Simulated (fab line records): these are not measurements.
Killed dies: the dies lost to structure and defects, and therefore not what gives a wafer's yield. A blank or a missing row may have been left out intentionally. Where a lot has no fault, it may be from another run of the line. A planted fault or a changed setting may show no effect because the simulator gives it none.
Split-lot experiment || flow n5Finfet || 21 wafers read across 7 lots, on a route 1938 steps long

ON THE SPLIT
At N5_WELL_APT_COAT_02 (resist thk 950 nm), the setting spinRpm was moved away from the recipe's 1357 rpm on 4 of the 21 wafers read, by -7.9% to +5.9%. The other wafers ran this setting at the recipe's value.

The split's own step is where the reading is taken.

THE READING
coat_of_WELL_APT_COAT_02.thkNm (the simulator's own value, which no gauge read), in nm, at N5_WELL_APT_COAT_02 (resist thk 950 nm). The file gives no usual value for it. Here, 17 wafers ran the recipe; their average is 949.4 nm with a standard deviation of 2.4 nm.

{"wafer": "L081.2", "tool, chamber at the split": "lithoTrack-02, 0", "spinRpm as run, rpm": 1357, "against the recipe": "recipe", "coat_of_WELL_APT_COAT_02.thkNm, nm": 946.4, "against lot-mates on the recipe": "-"}
{"wafer": "L081.4", "tool, chamber at the split": "lithoTrack-02, 0", "spinRpm as run, rpm": 1357, "against the recipe": "recipe", "coat_of_WELL_APT_COAT_02.thkNm, nm": 944.5, "against lot-mates on the recipe": "-"}
{"wafer": "L081.5", "tool, chamber at the split": "lithoTrack-02, 0", "spinRpm as run, rpm": 1357, "against the recipe": "recipe", "coat_of_WELL_APT_COAT_02.thkNm, nm": 947, "against lot-mates on the recipe": "-"}
{"wafer": "L082.1", "tool, chamber at the split": "lithoTrack-03, 0", "spinRpm as run, rpm": 1250, "against the recipe": "-7.9%", "coat_of_WELL_APT_COAT_02.thkNm, nm": 992.6, "against lot-mates on the recipe": "+41.0"}
{"wafer": "L082.4", "tool, chamber at the split": "lithoTrack-03, 0", "spinRpm as run, rpm": 1357, "against the recipe": "recipe", "coat_of_WELL_APT_COAT_02.thkNm, nm": 951.6, "against lot-mates on the recipe": "-"}
{"wafer": "L082.5", "tool, chamber at the split": "lithoTrack-03, 0", "spinRpm as run, rpm": 1250, "against the recipe": "-7.9%", "coat_of_WELL_APT_COAT_02.thkNm, nm": 993, "against lot-mates on the recipe": "+41.4"}
{"wafer": "L084.3", "tool, chamber at the split": "lithoTrack-03, 0", "spinRpm as run, rpm": 1437, "against the recipe": "+5.9%", "coat_of_WELL_APT_COAT_02.thkNm, nm": 921.1, "against lot-mates on the recipe": -25.6}
{"wafer": "L084.5", "tool, chamber at the split": "lithoTrack-03, 0", "spinRpm as run, rpm": 1437, "against the recipe": "+5.9%", "coat_of_WELL_APT_COAT_02.thkNm, nm": 922.7, "against lot-mates on the recipe": -24.0}
{"wafer": "L084.6", "tool, chamber at the split": "lithoTrack-03, 0", "spinRpm as run, rpm": 1357, "against the recipe": "recipe", "coat_of_WELL_APT_COAT_02.thkNm, nm": 946.7, "against lot-mates on the recipe": "-"}
{"wafer": "L088.1", "tool, chamber at the split": "lithoTrack-02, 0", "spinRpm as run, rpm": 1357, "against the recipe": "recipe", "coat_of_WELL_APT_COAT_02.thkNm, nm": 948.6, "against lot-mates on the recipe": "-"}
{"wafer": "L088.2", "tool, chamber at the split": "lithoTrack-02, 0", "spinRpm as run, rpm": 1357, "against the recipe": "recipe", "coat_of_WELL_APT_COAT_02.thkNm, nm": 947.8, "against lot-mates on the recipe": "-"}
{"wafer": "L088.5", "tool, chamber at the split": "lithoTrack-02, 0", "spinRpm as run, rpm": 1357, "against the recipe": "recipe", "coat_of_WELL_APT_COAT_02.thkNm, nm": 952.4, "against lot-mates on the recipe": "-"}
{"wafer": "L090.1", "tool, chamber at the split": "lithoTrack-05, 0", "spinRpm as run, rpm": 1357, "against the recipe": "recipe", "coat_of_WELL_APT_COAT_02.thkNm, nm": 949, "against lot-mates on the recipe": "-"}
{"wafer": "L090.2", "tool, chamber at the split": "lithoTrack-05, 0", "spinRpm as run, rpm": 1357, "against the recipe": "recipe", "coat_of_WELL_APT_COAT_02.thkNm, nm": 948.6, "against lot-mates on the recipe": "-"}
{"wafer": "L090.6", "tool, chamber at the split": "lithoTrack-05, 0", "spinRpm as run, rpm": 1357, "against the recipe": "recipe", "coat_of_WELL_APT_COAT_02.thkNm, nm": 950.4, "against lot-mates on the recipe": "-"}
{"wafer": "L096.1", "tool, chamber at the split": "lithoTrack-03, 0", "spinRpm as run, rpm": 1357, "against the recipe": "recipe", "coat_of_WELL_APT_COAT_02.thkNm, nm": 952.1, "against lot-mates on the recipe": "-"}
{"wafer": "L096.2", "tool, chamber at the split": "lithoTrack-03, 0", "spinRpm as run, rpm": 1357, "against the recipe": "recipe", "coat_of_WELL_APT_COAT_02.thkNm, nm": 951.9, "against lot-mates on the recipe": "-"}
{"wafer": "L096.5", "tool, chamber at the split": "lithoTrack-03, 0", "spinRpm as run, rpm": 1357, "against the recipe": "recipe", "coat_of_WELL_APT_COAT_02.thkNm, nm": 952.9, "against lot-mates on the recipe": "-"}
{"wafer": "L097.3", "tool, chamber at the split": "lithoTrack-03, 0", "spinRpm as run, rpm": 1357, "against the recipe": "recipe", "coat_of_WELL_APT_COAT_02.thkNm, nm": 951.4, "against lot-mates on the recipe": "-"}
{"wafer": "L097.4", "tool, chamber at the split": "lithoTrack-03, 0", "spinRpm as run, rpm": 1357, "against the recipe": "recipe", "coat_of_WELL_APT_COAT_02.thkNm, nm": 948.2, "against lot-mates on the recipe": "-"}
{"wafer": "L097.6", "tool, chamber at the split": "lithoTrack-03, 0", "spinRpm as run, rpm": 1357, "against the recipe": "recipe", "coat_of_WELL_APT_COAT_02.thkNm, nm": 950, "against lot-mates on the recipe": "-"}

FIT RESULTS
A straight line over all 21 wafers: coat_of_WELL_APT_COAT_02.thkNm changes by -5.19 nm for each +1% of spinRpm; r = -0.99; the points scatter about the line by 2.6 nm.
The same after taking each lot's own level away (the mean of its wafers on the recipe; 21 wafers): -4.85 nm for each +1%; r = -0.99; scatter 1.8 nm.
The reading moves by 38 nm for the largest change in spinRpm, on that fit.
Measured against the standard deviation above, the lots' own levels, which go from 945.97 to 952.30 nm, span 2.7 times it.
Hence the lot-to-lot level has little effect on the slope; both slopes agree.
Check: +37.7 nm against its lot-mates is what the line predicts for one of the wafers moved furthest among these (-7.9%) when that wafer is left out of the fit. Against them it came out at +41 nm.

THE FILE'S OWN FIT
coat_of_WELL_APT_COAT_02.thkNm changes by -4.86 nm for each +1% of spinRpm, r = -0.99.
